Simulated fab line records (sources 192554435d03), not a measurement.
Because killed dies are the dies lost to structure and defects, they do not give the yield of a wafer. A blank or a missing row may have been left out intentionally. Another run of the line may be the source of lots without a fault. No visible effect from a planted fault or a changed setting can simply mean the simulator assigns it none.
Lot-split experiment + flow n5-finfet + on a route of 1938 steps: 7 lots, 21 wafers read

== SPLIT DETAILS ==
At N5_GATE_CUT_EXPOSE_10 (exposes mask GATE CUT, target cd 20 nm), the setting dose-mj was moved away from the recipe's 43.25 on 5 of the 21 wafers read, by -4.0% to +5.0%. This setting was run at the recipe's value on the other wafers.

== FROM THE SPLIT TO THE READING: what the file shows between them, 2 steps ==
- N5_GATE_CUT_PEB_11: peb time 60 s
- N5_GATE_CUT_DEVELOP_12: develop time 30 s

== THE READING ==
At N5_GATE_CUT_CD_MEAS_13: cd-nm in nanometres, against a target cd of 20 nm. On this fab line, fault-free wafers typically give 19.96 nm with a standard deviation of 0.24 nm.

| wafer  | tool, chamber at the split | dose-mj as run | against the recipe | cd-nm, nm | against lot-mates on the recipe |
|--------|----------------------------|----------------|--------------------|-----------|---------------------------------|
| L074.1 | euv-scanner-02, 0          | 43.25          | recipe             | 19.70     | -                               |
| L074.3 | euv-scanner-02, 0          | 43.25          | recipe             | 19.77     | -                               |
| L074.5 | euv-scanner-02, 0          | 43.25          | recipe             | 20.37     | -                               |
| L075.2 | euv-scanner-02, 0          | 43.25          | recipe             | 19.83     | -                               |
| L075.3 | euv-scanner-02, 0          | 44.78          | +3.5%              | 20.56     | +0.77                           |
| L075.5 | euv-scanner-02, 0          | 43.25          | recipe             | 19.75     | -                               |
| L079.2 | euv-scanner-02, 0          | 45.41          | +5.0%              | 20.93     | +1.00                           |
| L079.3 | euv-scanner-02, 0          | 43.25          | recipe             | 19.93     | -                               |
| L079.4 | euv-scanner-02, 0          | 45.41          | +5.0%              | 20.99     | +1.06                           |
| L080.1 | euv-scanner-02, 0          | 43.25          | recipe             | 20.19     | -                               |
| L080.2 | euv-scanner-02, 0          | 43.25          | recipe             | 20.33     | -                               |
| L080.6 | euv-scanner-02, 0          | 43.25          | recipe             | 19.90     | -                               |
| L083.1 | euv-scanner-01, 0          | 43.25          | recipe             | 19.53     | -                               |
| L083.3 | euv-scanner-01, 0          | 43.25          | recipe             | 19.77     | -                               |
| L083.6 | euv-scanner-01, 0          | 43.25          | recipe             | 19.87     | -                               |
| L084.1 | euv-scanner-01, 0          | 43.25          | recipe             | 20.23     | -                               |
| L084.2 | euv-scanner-01, 0          | 43.25          | recipe             | 20.29     | -                               |
| L084.3 | euv-scanner-01, 0          | 43.25          | recipe             | 20.18     | -                               |
| L096.1 | euv-scanner-02, 0          | 41.54          | -4.0%              | 19.04     | -1.43                           |
| L096.3 | euv-scanner-02, 0          | 41.54          | -4.0%              | 18.90     | -1.57                           |
| L096.4 | euv-scanner-02, 0          | 43.25          | recipe             | 20.47     | -                               |

THE FIT
A straight line over all 21 wafers: cd-nm changes by +0.212 nm for each +1% of dose-mj; r = +0.87; the points scatter about the line by 0.26 nm.
The same after taking each lot's own level away (the mean of its wafers on the recipe; 21 wafers): +0.27 nm for each +1%; r = +0.94; scatter 0.22 nm.
Per that fit: largest dose-mj move, reading shift of 1.4 nm.
From 19.723 to 20.470 nm: that is the span of the lots' own levels, equal to 3.1 times the standard deviation above.
So the lot-to-lot level changes the slope: the two fits differ.
Check: +1.38 nm against its lot-mates is what the line predicts for one of the wafers moved furthest among these (+5.0%) when that wafer is left out of the fit. It came out at +1 nm against them.

== OTHER SPLITS APPLIED TO THESE WAFERS ==
Other splits were also applied to these wafers ahead of the reading. Each is held against what the fit with the lots' levels taken away leaves over:
| other split on the same wafers        | wafers away from the commonest value | r with cd-nm (lot level and that fit taken away) |
|---------------------------------------|--------------------------------------|--------------------------------------------------|
| N5_SD_EPI_N_DEVELOP_08 develop-time-s | 9                                    | -0.16                                            |
| N5_SD_EPI_P_COAT_34 spin-rpm          | 6                                    | -0.25                                            |
| N5_HKMG_FIN_ETCH_55 time-s            | 6                                    | +0.28                                            |
| N5_HKMG_FIN_ETCH_58 bias-w            | 6                                    | -0.19                                            |
| N5_HKMG_FIN_ETCH_31 bias-w            | 5                                    | +0.08                                            |

== THE WHOLE CHAIN: every reading that the file lists as answering this split, in the file's order ==
| step                   | what it does                                                       | reading                                                         | change (the file's fit)               | r (the file's) |
|------------------------|--------------------------------------------------------------------|-----------------------------------------------------------------|---------------------------------------|----------------|
| N5_GATE_CUT_CD_MEAS_13 | target cd 20 nm                                                    | cd-nm                                                           | +0.26 nm for each +1% of the setting  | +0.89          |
| N5_GATE_CUT_DESCUM_18  | chemistry O2, time 7 s                                             | GATE_CUT.cd-nm (the simulator's own value, which no gauge read) | +0.22 nm for each +1% of the setting  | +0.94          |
| N5_GATE_CUT_ETCH_28    | etches underlayer in N2/H2, target depth 13 nm, time 10.4 s        | GATE_CUT.cd-nm (the simulator's own value, which no gauge read) | +0.197 nm for each +1% of the setting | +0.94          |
| N5_GATE_CUT_ETCH_36    | etches SiARC in CF4, target depth 13 nm, time 21.7 s               | GATE_CUT.cd-nm (the simulator's own value, which no gauge read) | +0.212 nm for each +1% of the setting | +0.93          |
| N5_GATE_CUT_ETCH_37    | etches SOC in N2/H2, target depth 60 nm, overetch 12 nm, time 90 s | GATE_CUT.cd-nm (the simulator's own value, which no gauge read) | +0.231 nm for each +1% of the setting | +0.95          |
| N5_GATE_CUT_HM_OPEN_40 | chemistry C4F6/O2, target SiO2, target depth 139 nm, time 85.1 s   | GATE_CUT.cd-nm (the simulator's own value, which no gauge read) | +0.241 nm for each +1% of the setting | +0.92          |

== THE FILE'S OWN FIT ==
cd-nm changes by +0.26 nm for each +1% of dose-mj, r = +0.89.
